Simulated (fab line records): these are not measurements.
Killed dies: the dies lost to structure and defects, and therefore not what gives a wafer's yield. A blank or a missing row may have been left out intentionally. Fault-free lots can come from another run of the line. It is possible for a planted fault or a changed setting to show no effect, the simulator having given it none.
The tool behind it: which one? + flow nand-harc + 36 wafers from 12 lots sampled at 2 of the route's 1302 steps

## WHAT THE GAUGES SHOWED, per wafer
NHARC_P_M0_OVL_MEAS_10: pitch 180 nm. Usual: overlay-x-nm -0.2 nm, standard deviation 0.69; overlay-y-nm 0.0 nm, standard deviation 0.81.
| lot  | measured     | on         | overlay-x-nm (nm) | overlay-y-nm (nm) | flag |
|------|--------------|------------|-------------------|-------------------|------|
| L322 | day 6 07:15  | overlay-01 | -1.0 -1.1 -1.3    | 0.4 0.1 -0.3      |      |
| L323 | day 6 07:31  | overlay-02 | 0.3 0.7 0.6       | 0.7 0.6 0.6       |      |
| L324 | day 6 18:54  | overlay-02 | 1.3 1.1 1.0       | 0.5 0.9 1.1       |      |
| L327 | day 8 03:01  | overlay-02 | -1.3 -1.3 -1.3    | -0.5 -0.9 -0.5    |      |
| L332 | day 10 13:56 | overlay-02 | 15.1 15.4 16.0    | -0.7 0.2 -0.1     | OFF  |
| L333 | day 10 18:15 | overlay-02 | 14.5 14.2 14.8    | 1.8 1.3 1.7       | OFF  |
| L335 | day 11 13:46 | overlay-02 | 13.8 13.3 13.5    | 0.8 1.3 0.6       | OFF  |
| L338 | day 12 22:17 | overlay-01 | 0.5 0.0 0.4       | 0.4 -0.5 -0.2     |      |
| L339 | day 13 03:56 | overlay-01 | -0.3 0.1 -1.1     | 0.7 0.6 0.8       |      |
| L340 | day 13 23:16 | overlay-01 | -0.7 -0.7 -0.7    | -1.2 -0.3 -1.4    |      |
| L342 | day 14 12:39 | overlay-01 | 0.3 -0.1 0.0      | -1.2 -1.7 -1.6    |      |
| L344 | day 15 05:39 | overlay-02 | 0.2 0.8 0.2       | -0.6 -1.1 -1.2    |      |

## TOOL THAT RAN EACH LOT (tool first, then ch and the chambers of the sampled wafers, then the start)
| lot  | NHARC_P_M0_EXPOSE_06               |
|------|------------------------------------|
| L322 | arfi-scanner-02 ch 0, day 6 07:01  |
| L323 | arfi-scanner-01 ch 0, day 6 07:18  |
| L324 | arfi-scanner-02 ch 0, day 6 18:41  |
| L327 | arfi-scanner-03 ch 0, day 8 02:47  |
| L332 | arfi-scanner-02 ch 0, day 10 13:43 |
| L333 | arfi-scanner-02 ch 0, day 10 18:01 |
| L335 | arfi-scanner-02 ch 0, day 11 13:31 |
| L338 | arfi-scanner-03 ch 0, day 12 22:04 |
| L339 | arfi-scanner-03 ch 0, day 13 03:43 |
| L340 | arfi-scanner-01 ch 0, day 13 23:03 |
| L342 | arfi-scanner-03 ch 0, day 14 12:26 |
| L344 | arfi-scanner-01 ch 0, day 15 05:26 |
- NHARC_P_M0_EXPOSE_06: exposes mask P M0, target cd 90 nm.

## WHAT THE TOOLS THEMSELVES READ (means of the sampled wafers that have a number; where no wafer has one, the mark that the record gives instead)
The record holds no such reading with a usual standard deviation.

## THE ANSWER, worked out from the rows above alone
Rule: a lot is off if the mean of its wafers that have a number lies more than 3 standard deviations from the usual mean. Also off: a lot with no number at a reading for which 4 or more lots have one. Where the step has rows for the other lots, those lots are counted as sound. The gauges are gone through in route order, then the tools' own readings, and for those a lot's mean is taken as printed above. The first step at which some lot is off is used, and at that step the reading that is off furthest; a lot without a number counts as furthest.
Off: L332, L333, L335 (NHARC_P_M0_OVL_MEAS_10, overlay-x-nm).
A tool fits if, at a process step before that reading, it ran every lot that is off, and no sound lot after the first of them. The gauges at NHARC_P_M0_OVL_MEAS_10 are tried like those tools. One fits: NHARC_P_M0_EXPOSE_06 on arfi-scanner-02. A fault onset in the window from L324 (day 6 18:41, its last sound lot) to L332 (day 10 13:43, its first lot off) fits.

## WHAT HAD BEEN PUT IN BY THE SIMULATOR
Scanner matching overlay: arfi-scanner-02, from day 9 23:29 on, at NHARC_P_M0_EXPOSE_06. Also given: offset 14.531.
Shown lots that were struck: L332, L333, L335. The same result came from the rule above.
